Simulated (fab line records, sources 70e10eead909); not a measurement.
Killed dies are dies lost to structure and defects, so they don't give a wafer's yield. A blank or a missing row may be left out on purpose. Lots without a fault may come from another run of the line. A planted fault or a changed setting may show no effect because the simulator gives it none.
fab line records | flow nand_harc
record lots=12 wafers=36 last_day=25
route steps=1159 shown P_BONDPAD@353 END@1159
lots that met no fault: from a run of the same line without faults
start_h: hours from the record's first day to the start of the lot's first wafer shown | wait_h: hours since the lot's step before | " the same as in the row above | L1.1+2: a row that stands for several wafers | - no value, or no start given | * or withheld: withheld | < > ~ a bound
route shown NAME@n: a module of which the file shows steps, and the number in the route of the first | usual: mean/standard deviation of fault-free wafers | same: alike in all rows | chamber/n: place in a boat | sites: the reading at each site | _std_site: their standard deviation | _edge_site: outer sites' mean less inner sites' | radius_mm: how far each site lies from the wafer's centre | mask NAME#n: copy n | behind: the tool/chamber that last shaped the wafer | hold: why the lot was held/for how many hours/how that ended | device: the transistor (n, p or np) that didn't switch | end of line: the same wafers' tests at the end of the route | a step without rows: its recipe alone | killed: dies lost to structure and defects at the first sort, not the wafer's yield | map: a wafer's dies, x killed, . not, _ none there
set.NAME: the setting as run; set.NAME@STEP: as run at that earlier step | model.NAME: the simulator's own value behind a step, which no gauge read
steps of the route over a sample of lots; a table a step, a row a wafer
services: from which hour (start_h, from the record's first day; less than 0 if before it) a tool's chamber was out of use, for how many hours, and why
## steps
# step NHARC_P_BONDPAD_THK_MEAS_33
# recipe thk_meas_gauge=ellipsometry
# usual thk_nm=200.6/1.7
# columns lot.wafer tool chamber start_h wait_h thk_nm
L879.2 film_metro-01 - 128.36 0.2 199.4
L879.3 " - " " 199.4
L879.4 " - " " 200.4
L880.1 film_metro-01 - 144.34 0.1 198.4
L880.3 " - " " 201.8
L880.4 " - " " 203.3
L882.1 film_metro-02 - 147.21 0.2 201.6
L882.3 " - " " 201.1
L882.5 " - " " 196.7
L885.2 film_metro-02 - 155.03 0.2 201.2
L885.5 " - " " 199.6
L885.6 " - " " 202.1
L886.2 film_metro-01 - 176.32 0.2 202.4
L886.5 " - " " 198.8
L886.6 " - " " 198.9
L888.3 film_metro-01 - 180.89 0.2 200.8
L888.4 " - " " 202.3
L888.5 " - " " 201.0
L895.1 film_metro-02 - 231.92 0.2 201.3
L895.3 " - " " 199.3
L895.4 " - " " 205.4
L897.1 film_metro-01 - 235.28 0.2 201.6
L897.2 " - " " 200.5
L897.5 " - " " 202.1
L898.2 film_metro-01 - 241.12 0.2 200.1
L898.4 " - " " 201.8
L898.5 " - " " 199.3
L899.1 film_metro-02 - 250.29 0.2 198.0
L899.3 " - " " 202.7
L899.5 " - " " 200.4
L900.2 film_metro-01 - 257.46 0.2 201.5
L900.4 " - " " 200.0
L900.6 " - " " 203.6
L901.1 film_metro-01 - 257.74 0.2 200.9
L901.3 " - " " 202.3
L901.5 " - " " 200.4
# step NHARC_P_BONDPAD_CD_MEAS_13
# usual cd_nm=500.0/2.3
# columns lot.wafer tool chamber start_h wait_h cd_nm
L879.2 cd_sem-03 - 129.76 - 501.1
L879.3 " - " " 503.3
L879.4 " - " " 499.7
L880.1 cd_sem-02 - 145.46 - 498.1
L880.3 " - " " 501.2
L880.4 " - " " 498.9
L882.1 cd_sem-01 - 148.47 - 497.6
L882.3 " - " " 501.8
L882.5 " - " " 497.4
L885.2 cd_sem-02 - 156.12 - 500.3
L885.5 " - " " 499.2
L885.6 " - " " 497.4
L886.2 cd_sem-03 - 177.44 - 502.6
L886.5 " - " " 507.0
L886.6 " - " " 502.3
L888.3 cd_sem-02 - 181.98 - 501.3
L888.4 " - " " 500.0
L888.5 " - " " 498.9
L895.1 cd_sem-03 - 233.02 - 499.8
L895.3 " - " " 499.3
L895.4 " - " " 504.6
L897.1 cd_sem-02 - 236.45 - 499.2
L897.2 " - " " 500.6
L897.5 " - " " 500.0
L898.2 cd_sem-02 - 242.21 - 499.3
L898.4 " - " " 498.1
L898.5 " - " " 501.7
L899.1 cd_sem-03 - 251.38 - 500.0
L899.3 " - " " 498.5
L899.5 " - " " 500.7
L900.2 cd_sem-01 - 258.50 - 499.0
L900.4 " - " " 495.7
L900.6 " - " " 496.5
L901.1 cd_sem-02 - 258.85 - 505.1
L901.3 " - " " 499.6
L901.5 " - " " 497.4
# step NHARC_P_BONDPAD_ETCH_24
# recipe target_depth_a=300 over_etch_frac=0.3 time_s=72.99 ion_energy_ev=150 cf4_flow_sccm=50 n2_flow_sccm=100 ar_flow_sccm=150 rf_w=300 bias_w=100 chemistry=CF4/N2
# usual drypump_motor_current_A=5.6/0.57 oes_product_au=1.002/0.012 rf_vpp_V=312.9/1.3 showerhead_plenum_p_Torr=2.54/0.058 throttle_valve_pct=19.793/0.0091
# columns lot.wafer tool chamber start_h wait_h drypump_motor_current_A oes_product_au rf_hours_counter_h rf_vpp_V showerhead_plenum_p_Torr throttle_valve_pct
L879.2 rie_diel-09 3 - - 6.5 0.993 4 312.6 2.49 19.772
L879.3 " 0 " " 5.7 1.001 4 312.9 2.55 19.780
L879.4 " 1 " " 5.1 1.006 4 312.9 2.57 19.798
L880.3 rie_diel-09 0 - - 5.7 0.986 6 314.4 2.55 19.792
L880.4 " 1 " " 5.0 0.993 6 313.4 2.57 19.792
L880.1 " 2 " " 5.1 1.015 6 312.7 2.50 19.784
L882.1 rie_diel-09 0 - - 5.7 1.002 6 312.5 2.54 19.790
L882.3 " 1 " " 5.1 0.994 6 313.7 2.57 19.786
L882.5 " 0 " " 5.7 0.997 - 312.5 2.54 19.777
L885.2 rie_diel-09 2 - - 5.1 1.006 7 311.9 2.50 19.797
L885.6 " 0 " " 5.7 0.994 - 314.1 2.54 19.797
L885.5 " 1 " " 5.1 1.004 - 314.1 2.57 19.791
L886.2 rie_diel-01 2 - - 5.7 1.009 12 313.2 2.54 19.783
L886.5 " 2 " " 5.7 1.017 - 313.0 2.54 19.808
L886.6 " 3 " " 4.9 1.006 - 313.9 2.55 19.800
L888.4 rie_diel-09 0 - - 5.7 1.004 9 313.1 2.54 19.799
L888.3 " 2 " " 5.0 1.009 9 312.3 2.50 19.801
L888.5 " 3 " " 6.5 0.999 - 309.7 2.49 19.799
L895.3 rie_diel-11 1 233.35 0.2 5.1 1.005 16 311.4 2.49 19.814
L895.1 " 0 " " 6.0 0.966 15 316.4 2.69 19.797
L895.4 " 3 " " 5.5 1.007 - 312.5 2.51 19.786
L897.1 rie_diel-09 1 - - 5.0 1.005 15 312.7 2.57 19.796
L897.2 " 3 " " 6.5 0.994 15 311.8 2.49 19.787
L897.5 " 1 " " 5.0 1.010 - 313.7 2.57 19.791
L898.2 rie_diel-09 0 - - 5.7 0.996 15 312.8 2.54 19.788
L898.4 " 3 " " 6.5 0.982 15 311.4 2.49 19.799
L898.5 " 1 " " 5.1 1.008 - 314.3 2.57 19.781
L899.1 rie_diel-09 3 - - 6.5 0.989 16 311.3 2.49 19.802
L899.3 " 0 " " 5.7 0.977 16 313.5 2.54 19.805
L899.5 " 1 " " 5.0 0.994 - 314.1 2.57 19.793
L900.4 rie_diel-01 2 - - 5.7 1.014 44 312.5 2.53 19.805
L900.2 " 3 " " 4.9 0.989 40 312.4 2.54 19.791
L900.6 " 2 " " 5.7 1.021 - 312.9 2.53 19.796
L901.3 rie_diel-01 0 - - 6.6 0.986 40 311.0 2.47 19.793
L901.1 " 2 " " 5.7 1.012 44 313.1 2.53 19.793
L901.5 " 0 " " 6.6 0.993 - 311.6 2.47 19.813
# step NHARC_P_BONDPAD_PVD_27
# recipe target_thk_a=300 chamber_pressure_pa=5 power_w=5000 substrate_temp_c=30 time_s=20.49 material=Cu
# usual cathode_dc_power_W=5000.3/0.96 chamber_pressure_pa=5.001/0.011 throttle_valve_pct=30.5/0.95
# columns lot.wafer tool chamber start_h wait_h cathode_dc_power_W chamber_pressure_pa throttle_valve_pct
L879.4 pvd_sputter-02 - 130.62 - 5000.4 5.003 28.7
L879.2 " - " " 5002.2 4.999 29.7
L879.3 " - " " 5001.1 5.001 28.9
L880.3 pvd_sputter-01 - 146.48 - 4999.7 5.010 30.5
L880.1 " - " " 4999.5 4.999 29.9
L880.4 " - " " 4998.8 5.009 30.6
L882.1 pvd_sputter-01 - 149.32 - 5000.2 5.003 30.5
L882.3 " - " " 5000.3 4.989 30.4
L882.5 " - " " 5000.8 4.998 29.7
L885.2 pvd_sputter-03 - 157.01 - 5001.0 5.013 31.8
L885.5 " - " " 5000.5 5.015 30.8
L885.6 " - " " 5001.5 4.991 30.7
L886.2 pvd_sputter-01 - 178.32 - 5000.7 4.989 30.8
L886.5 " - " " 4999.3 5.006 29.4
L886.6 " - " " 4998.9 4.986 30.6
L888.4 pvd_sputter-03 - 182.83 - 5000.0 5.010 30.5
L888.3 " - " " 4999.0 5.009 31.9
L888.5 " - " " 4997.6 4.999 30.7
L895.4 pvd_sputter-01 - 234.00 - 4999.9 5.004 29.3
L895.1 " - " " 4999.8 4.992 30.8
L895.3 " - " " 4999.5 5.002 31.4
L897.2 pvd_sputter-03 - 237.30 - - - -
L897.1 " - " " - - -
L897.5 " - " " - - -
L898.4 pvd_sputter-01 - 243.06 - - - -
L898.2 " - " " - - -
L898.5 " - " " - - -
L899.3 pvd_sputter-03 - 252.24 - 5000.2 4.998 30.3
L899.1 " - " " 5001.0 4.998 30.5
L899.5 " - " " 5000.3 4.996 30.5
L900.4 pvd_sputter-03 - 259.40 - 5001.2 4.997 30.3
L900.2 " - " " 4999.7 5.009 31.6
L900.6 " - " " 4999.7 4.994 30.3
L901.3 pvd_sputter-01 - 259.71 - 5000.0 4.985 30.3
L901.1 " - " " 5000.3 5.003 29.5
L901.5 " - " " 4999.4 4.986 30.9
# step NHARC_END_SORT_01
# recipe temp_c=25
# usual defect_limited_yield=95.4/1.8 killed_at_array=28/11 killed_at_other=0.7/0.88 killed_at_periphery=3.1/2.2 killed_dies=31/12 killed_open=3.3/2 killed_short=2.0/1.6 sort_bin_2_pct=1.5/0.73 sort_bin_3_pct=0.27/0.22 sort_bin_4_pct=2.9/1.1 sort_n_pass=646/12 sort_rim_yield_pct=93/3.9 sort_yield_pct=95.4/1.8
# same gross_dies=677 sort_bin_5_pct[%]=0 sort_bin_6_pct[%]=0 sort_bin_7_pct[%]=0 sort_bin_8_pct[%]=0 sort_rim_n_gross=106.00
# columns lot.wafer tool chamber start_h wait_h defect_limited_yield[%] killed_at_array killed_at_other killed_at_periphery killed_dies killed_open killed_short sort_bin_2_pct[%] sort_bin_3_pct[%] sort_bin_4_pct[%] sort_n_pass sort_rim_yield_pct[%] sort_yield_pct[%]
L897.1 prober-02 0 570.05 2.5 0 11 0 666 677 4 3 98.1 0 1.9 0 0 0
L897.2 prober-02 0 570.86 2.8 0 12 0 665 677 7 1 98.7 0 1.3 0 0 0
L897.5 prober-02 0 573.26 3.7 0 13 0 664 677 4 1 98.4 0 1.6 0 0 0
L898.2 prober-01 0 586.52 2.8 0 24 0 653 677 1 4 98.4 0.30 1.3 0 0 0
L898.4 prober-01 0 588.14 3.4 0 30 0 647 677 5 1 96.8 0.59 2.7 0 0 0
L898.5 prober-01 0 588.96 3.7 0 30 0 647 677 9 0 96.5 0.44 3.1 0 0 0
# killed by level:class
L897.1 P_BONDPAD:area_pvd=656 P_STI:chamber_film_flake=5 A_CHANNEL_HOLE_D1:chamber_film_flake=5 P_CONTACT:geometric_particle:open=1 P_M0:geometric_particle:open=1 A_CHANNEL_FILL_D1:geometric_particle:short=1 A_CHANNEL_FILL_D1:geometric_particle:open=1 A_SGD_CUT:geometric_particle:short=1
L897.2 P_BONDPAD:area_pvd=662 A_CHANNEL_FILL_D1:geometric_particle:open=3 A_ONON_D1:geometric_particle:open=2 P_ZERO_WELL:chamber_film_flake=2 A_CHANNEL_HOLE_D1:chamber_film_flake=2 A_CONTACT:chamber_film_flake=2 P_M0:geometric_particle:short=1 A_STAIRCASE:geometric_particle:open=1
L897.5 P_BONDPAD:area_pvd=664 A_CHANNEL_HOLE_D1:chamber_film_flake=5 A_CONTACT:geometric_particle:open=3 A_ONON_D1:geometric_particle:open=1 A_STAIRCASE:geometric_particle:short=1 A_STAIRCASE:chamber_film_flake=1 A_SLIT:chamber_film_flake=1 A_WL_FILL:chamber_film_flake=1
L898.2 P_BONDPAD:area_pvd=651 A_CHANNEL_HOLE_D1:chamber_film_flake=15 A_CHANNEL_FILL_D1:geometric_particle:short=2 A_STAIRCASE:chamber_film_flake=2 A_CONTACT:chamber_film_flake=2 P_M0:geometric_particle:short=1 P_M1:geometric_particle:short=1 A_CONTACT:geometric_particle:open=1
L898.4 P_BONDPAD:area_pvd=646 A_CHANNEL_HOLE_D1:chamber_film_flake=17 A_CONTACT:chamber_film_flake=4 A_STAIRCASE:chamber_film_flake=2 A_CHANNEL_FILL_D1:geometric_particle:open=1 A_SGD_CUT:geometric_particle:open=1 A_WL_FILL:geometric_particle:short=1 A_CONTACT:geometric_particle:open=1
L898.5 P_BONDPAD:area_pvd=641 A_CHANNEL_HOLE_D1:chamber_film_flake=15 A_CONTACT:chamber_film_flake=5 A_WL_FILL:chamber_film_flake=4 A_CONTACT:geometric_particle:open=3 P_CONTACT:geometric_particle:open=2 A_M0:geometric_particle:open=2 P_CONTACT:chamber_film_flake=2
## services
# columns tool chamber start_h hours kind
rie_diel-09 0 110.60 - clean
rie_diel-09 1 110.60 - clean
rie_diel-09 2 110.60 - clean
rie_diel-09 3 110.60 - clean
pvd_sputter-01 - 115.44 0.8 repair
rie_diel-01 2 115.69 2.7 repair
pvd_sputter-03 - 125.88 5.1 repair
rie_diel-09 0 135.10 - clean
rie_diel-09 1 135.10 - clean
rie_diel-09 2 135.10 - clean
rie_diel-09 3 135.10 - clean
rie_diel-01 - 137.82 9.0 pm
pvd_sputter-01 - 158.01 10.0 pm
rie_diel-09 0 159.60 - clean
rie_diel-09 1 159.60 - clean
rie_diel-11 0 180.93 2.1 repair
rie_diel-11 - 191.37 9.0 pm
pvd_sputter-03 - 198.68 17.0 repair
rie_diel-09 0 204.65 5.0 repair
pvd_sputter-02 - 214.00 10.0 pm
rie_diel-11 2 228.09 10.0 repair
rie_diel-01 - 228.51 2.2 repair
pvd_sputter-02 - 229.81 2.5 repair
rie_diel-09 - 254.10 9.0 pm
## key
first_sign step=NHARC_P_BONDPAD_PVD_27 reading=tool_record direction=missing
effect step=NHARC_END_SORT_01 reading=killed_at_periphery direction=up sigmas=99+ usual=3.1 struck=657
more_kills_born_at NHARC_P_BONDPAD_PVD_27@pvd_sputter-03=1982 NHARC_P_BONDPAD_PVD_27@pvd_sputter-01=1938
met_at NHARC_P_BONDPAD_PVD_27
struck_lots L897,L898
later_rows_left_out L897.1,L897.2,L897.5,L898.2,L898.4,L898.5
not_acting_at NHARC_P_BONDPAD_THK_MEAS_33,NHARC_P_BONDPAD_CD_MEAS_13,NHARC_P_BONDPAD_ETCH_24
onset_between 234.00 237.30
fault kind=skipped_step_whole tool=pvd_sputter-01,pvd_sputter-03 chamber=- onset_h=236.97 steps=NHARC_P_BONDPAD_PVD_27 scope=struck_lots_only
# later_rows_left_out: the simulator's readings of these wafers behind a module that went badly wrong aren't trusted and aren't shown, but for the sort
